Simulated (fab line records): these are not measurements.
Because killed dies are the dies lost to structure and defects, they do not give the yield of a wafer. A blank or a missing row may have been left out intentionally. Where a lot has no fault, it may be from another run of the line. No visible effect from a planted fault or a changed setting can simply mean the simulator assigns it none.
Struck lot and sound lot, side by side    flow nand-harc    14 steps out of a route of 1159
Sound: these wafers, L156.1, L156.5, L156.6. Struck: wafers L167.3, L167.5 (left out: L167.2, a lot-mate that was not struck); the cause follows at the end.
Per side, at each step with rows, come the tool, then ch with its chambers, and then its first start. Under that, the readings that differ: sound wafers    struck wafers    difference of the means    sigmas: that difference in standard deviations of wafers without a fault.
alike: same words and numbers on both sides, and readings whose means sit less than 2 such deviations apart. not compared: any withheld reading, any reading some wafer has no value for, any bound like >300 that may hide the same value, and any number with overlapping values for which the record gives no deviation.
Wherever a step has rows on one side only, a row that says differs or no value, or a row with sigmas, the two part there. Non-overlapping numbers with no deviation appear without sigmas and do not part them. Lack of a reading on every wafer of one side parts them only where that side has two or more wafers.

NHARC_A_ZERO_WELL_INSPECT_17:
  sound on defect-inspect-02, day 7 12:23; struck on defect-inspect-01, day 9 20:39
  alike: raw-defect-count
then, 3 steps without rows for these wafers: NHARC_A_SOURCE_PLATE_PRECLEAN_00 (cleans in HF-LAST, time 60 s); NHARC_A_SOURCE_PLATE_SRD_01; NHARC_A_SOURCE_PLATE_OXIDE_02 (material SiO2, target thk 10 nm, ox time 1362 s).
NHARC_A_SOURCE_PLATE_THK_MEAS_09: measures by ellipsometry.
  sound on film-metro-01, day 7 19:35; struck on film-metro-02, day 10 03:48
  alike: thk-nm
then, 3 steps without rows for these wafers: NHARC_A_SOURCE_PLATE_PVD_04 (deposits WSi2, target thk 50 nm); NHARC_A_SOURCE_PLATE_CVD_03 (deposits poly-Si, target thk 200 nm, time 4000 s); NHARC_A_SOURCE_PLATE_ANNEAL_05 (time 1800 s).
NHARC_A_SOURCE_PLATE_THK_MEAS_06: measures by ellipsometry.
  sound on film-metro-02, day 8 08:56; struck on film-metro-01, day 10 16:57
  alike: thk-nm
NHARC_A_SOURCE_PLATE_INSPECT_08:
  sound on defect-inspect-01, day 8 09:01; struck on defect-inspect-01, day 10 17:02
  alike: raw-defect-count
NHARC_A_ONON_D1_DEP_00: target thk 1000 nm.
  sound on pecvd-onon-03 ch 0, day 8 09:25; struck on pecvd-onon-01 ch 0, day 10 17:10
reading               sound                 struck         difference  sigmas
susceptor-temp-C (C)  400.07 400.07 400.33  399.74 399.71  -0.43       -2
NHARC_A_ONON_D1_THK_MEAS_02: measures by ellipsometry.
  sound on film-metro-02, day 8 09:56; struck on film-metro-02, day 10 17:38
reading      sound        struck     difference  sigmas
thk-nm (nm)  999 999 999  1316 1315  +316        +34
after that, 1 step with no rows for these wafers: NHARC_A_ONON_D1_DEP_03 (target thk 1000 nm).
-- break in the record here, with 12 days between the starts of the struck wafers on either side (left off in module A_ONON_D1, picked up again in module END, where the first step shown is number 1159 on the route) --
NHARC_END_SORT_01:
  only the struck wafers appear in the record here, on prober-02 ch 0 at day 22 11:31; the sound ones have no rows

## WHERE THEY PART
First at NHARC_A_ONON_D1_DEP_00; last, within this record, at NHARC_END_SORT_01.

WHY: the cause the simulator had injected
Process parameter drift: pecvd-onon-01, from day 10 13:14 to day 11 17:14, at NHARC_A_ONON_D1_DEP_00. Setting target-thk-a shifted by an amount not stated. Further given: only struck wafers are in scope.
